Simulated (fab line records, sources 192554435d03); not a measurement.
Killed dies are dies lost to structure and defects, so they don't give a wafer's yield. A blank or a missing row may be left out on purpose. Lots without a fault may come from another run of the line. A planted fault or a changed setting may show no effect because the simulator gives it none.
Chamber matching | flow n5_finfet | N5_BEOL_M5_PRE_CLEAN_77 on cvd_co-02: 3 sister chambers
The step time 15 s. 6 wafers are shown with their chamber, then 12 later ones without.

WAFERS WITH THEIR CHAMBER
wafer  | chamber | heater_power_w (W) | rf_fwd_power_W (W)
L087.1 | 2       | 64                 | 296.0
L087.4 | 1       | 108                | 298.9
L087.6 | 0       | 73                 | 296.0
L088.1 | 0       | 71                 | 296.2
L088.2 | 2       | 64                 | 297.9
L088.4 | 1       | 109                | 297.3

WAFERS WITHOUT THEIR CHAMBER
wafer  | heater_power_w (W) | rf_fwd_power_W (W)
L091.1 | 72                 | 296.8
L091.3 | 64                 | 297.9
L091.6 | 64                 | 297.0
L094.1 | 64                 | 296.9
L094.2 | 73                 | 295.7
L094.3 | 70                 | 295.8
L097.1 | 102                | 296.8
L097.2 | 72                 | 295.5
L097.5 | 63                 | 295.9
L095.4 | 102                | 295.0
L095.5 | 64                 | 296.8
L095.6 | 71                 | 297.1

WHICH CHAMBER EACH WENT THROUGH
wafer  | from the rows above | in truth
L091.1 | 0                   | 0
L091.3 | 2                   | 2
L091.6 | 2                   | 2
L094.1 | 2                   | 2
L094.2 | 0                   | 0
L094.3 | 0                   | 0
L097.1 | 1                   | 1
L097.2 | 0                   | 0
L097.5 | 2                   | 2
L095.4 | 1                   | 1
L095.5 | 2                   | 2
L095.6 | 0                   | 0
Placed correctly: 12 of 12. Can't be placed from these rows: 0. Placed wrongly: 0.
How it was worked out, from the rows above alone: a wafer's distance from a chamber is the root of the sum, over the readings, of the square of ((its reading less the chamber's mean) divided by the reading's scatter). The wafer belongs to the nearest chamber; if the next one is less than 2 further off, it can't be placed. A chamber's mean is the mean of its shown wafers. The scatter: the root of (the sum of the squares of (reading less its chamber's mean) over the shown wafers, divided by (wafers less chambers)).
